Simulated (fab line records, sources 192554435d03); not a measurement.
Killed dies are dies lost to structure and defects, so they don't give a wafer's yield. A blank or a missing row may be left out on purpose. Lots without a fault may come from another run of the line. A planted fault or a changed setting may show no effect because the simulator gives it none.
Problem report in the 8D (eight disciplines) form, filled by code | flow n5_finfet | the parts of the form that need people (team, actions taken, sign-off) are left out

1. THE PROBLEM
rf_fwd_power_W at N5_BEOL_M8_PRE_CLEAN_55 reads a mean of 262.9 W on 6 wafers of 2 lots; wafers without a fault read 294.6 W with a standard deviation of 1.8. That is -18 standard deviations from the usual mean.
The step: time 15 s.
First seen on wafer L921.1, day 12 23:24, on pecvd-03. The record holds 36 wafers of 12 lots with a number at this step. Rule for "out", or "out of limits": more than 4 standard deviations from the usual mean. The other wafers with a number count as sound.

2. WHAT IT IS AND WHAT IT IS NOT
question                    | is                     | is not
which readings at this step | rf_fwd_power_W         | -
which lots                  | L921, L923             | L912, L913, L916, L918, L919, L931, L932, L933, L934, L935
which wafers of those lots  | all that have a number | -
read on which tools         | pecvd-03               | pecvd-01, pecvd-02
when                        | from day 12 23:24      | up to then (15 sound wafers); but 15 sound wafers of L931, L932, L933, L934, L935 came after

3. SUSPECTS, AND WHAT RULES EACH OUT
Counting: a tool at a process step up to the reading stays a suspect if it ran every lot that is out and no sound lot after the first of them.
- pecvd-03 at N5_BEOL_M8_PRE_CLEAN_55 (time 15 s): kept. It ran every lot that is out, first L921 (day 12 23:24), and no sound lot after that; its last sound lot up to then is L918 (day 11 16:55). Its own readings are out on those wafers: rf_fwd_power_W.
Left after counting: pecvd-03 at N5_BEOL_M8_PRE_CLEAN_55.

4. THE CAUSE (what the simulator had put in)
Process parameter drift: pecvd-03, from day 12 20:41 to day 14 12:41, at N5_BEOL_M8_PRE_CLEAN_55. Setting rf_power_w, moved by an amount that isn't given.
Counting left only this tool.

5. THE CHAIN OF EFFECTS, in route order
Each row: a reading whose mean over the struck wafers that have a number lies more than 3 standard deviations from the usual. Only readings for which the record gives a usual standard deviation are gone through. hours: the time from each lot's start at the first step in this table that gives one to its start at this step, as a median over the lots. sigmas: the change in usual standard deviations.
hours | step                    | reading        | usual   | on struck wafers | change | sigmas
0     | N5_BEOL_M8_PRE_CLEAN_55 | rf_fwd_power_W | 294.6 W | 262.9            | -31.7  | -18
The process steps in it:
- N5_BEOL_M8_PRE_CLEAN_55: time 15 s.
Later measuring or inspecting steps at which every struck wafer that the step has a row for has a number for every such reading, and none has moved that far: N5_BEOL_M9_THK_MEAS_01.

6. WHAT WOULD HAVE CAUGHT IT SOONER
In this record the first reading out of limits was taken at day 12 23:24, 3 hours after the fault began at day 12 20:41.
